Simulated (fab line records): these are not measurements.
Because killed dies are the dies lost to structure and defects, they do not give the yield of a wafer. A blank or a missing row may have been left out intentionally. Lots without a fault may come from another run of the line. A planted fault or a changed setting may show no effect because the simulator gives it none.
One fault through the eyes of 2 desks / flow nand-harc / only its own numbers are on each desk; what lay behind them is given at the end

== AT THE METROLOGY DESK ==
Lot by lot, what the gauges showed, no matter which tool ran the lot: averages of those sampled wafers that carry a number. Any lot whose mean is over 4 standard deviations away from the usual mean is out of limits and marked OUT; that distance is given in the brackets.
Columns: A = cd-nm at NHARC_P_ZERO_WELL_CD_MEAS_24, usual 720.0 nm; B = cd-nm at NHARC_P_STI_CD_MEAS_09, usual 199.8 nm; C = trench-depth-nm at NHARC_P_STI_OCD_MEAS_17, usual 300 nm; D = trench-foot-cd-nm at NHARC_P_STI_OCD_MEAS_17, usual 157.8 nm
lot=L499; first seen here=day 1 22:35; A=718.8; B=200.9; C=303; D=158.7
lot=L500; first seen here=day 2 08:49; A=721.8; B=199.7; C=298; D=158.0
lot=L502; first seen here=day 3 04:28; A=719.5; B=199.7; C=296; D=158.3
lot=L504; first seen here=day 4 00:35; A=717.7; B=201.0; C=298; D=159.1
lot=L505; first seen here=day 4 10:37; A=717.9; B=198.0; C=297; D=156.4
lot=L508; first seen here=day 5 16:35; A=721.2; B=198.8; C=305; D=156.2
lot=L509; first seen here=day 6 02:29; A=719.0; B=200.2; C=300; D=158.4
lot=L513; first seen here=day 7 18:35; A=719.8; B=198.4; C=301; D=156.5
lot=L516; first seen here=day 9 00:30; A=719.2; B=206.5; C=297; D=164.8
lot=L517; first seen here=day 9 10:39; A=719.8; B=208.5 (+4.6) OUT; C=302; D=166.3 (+4.2) OUT
lot=L520; first seen here=day 10 16:34; A=720.8; B=199.6; C=295; D=158.1
This desk's finding: out of limits on L517; first on L517, day 10 08:34 (cd-nm at NHARC_P_STI_CD_MEAS_09). In limits: L499, L500, L502, L504, L505, L508, L509, L513, L516, L520.

== THE TOOL OWNER'S DESK: litho-track-07 ==
The tool's own readings at NHARC_P_STI_PEB_07 (peb time 80 s): means of the sampled wafers that have a number, for each lot that ran on this tool. Any lot whose mean is over 4 standard deviations away from the usual mean is out of limits and marked OUT; that distance is given in the brackets.
Columns: A = plate-temp-C at NHARC_P_STI_PEB_07, usual 128.01 C
lot=L499; first seen here=day 2 19:50; A=128.15
lot=L500; first seen here=day 3 06:14; A=128.04
lot=L508; first seen here=day 6 16:56; A=127.87
lot=L516; first seen here=day 9 21:44; A=128.90 (+6.4) OUT
lot=L517; first seen here=day 10 08:29; A=128.97 (+6.9) OUT
This desk's finding: out of limits on L516, L517; first on L516, day 9 21:44 (plate-temp-C at NHARC_P_STI_PEB_07). In limits: L499, L500, L508.

== PUT TOGETHER ==
The tool owner's desk could have raised an alarm at day 9 21:44, on L516, L517.
An alarm was possible from the metrology desk at day 10 08:34, on L517.
The metrology desk has L516 on record, within its limits.
All the named lots went through NHARC_P_STI_PEB_07 on litho-track-07.

== WHAT THE SIMULATOR HAD INSERTED ==
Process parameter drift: litho-track-07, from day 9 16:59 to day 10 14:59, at NHARC_P_STI_PEB_07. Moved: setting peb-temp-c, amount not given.
Shown lots that were struck: L516, L517.
Counting hours from when the fault started, the first reading out of limits came at 5 for the tool owner's desk and at 16 for the metrology desk.
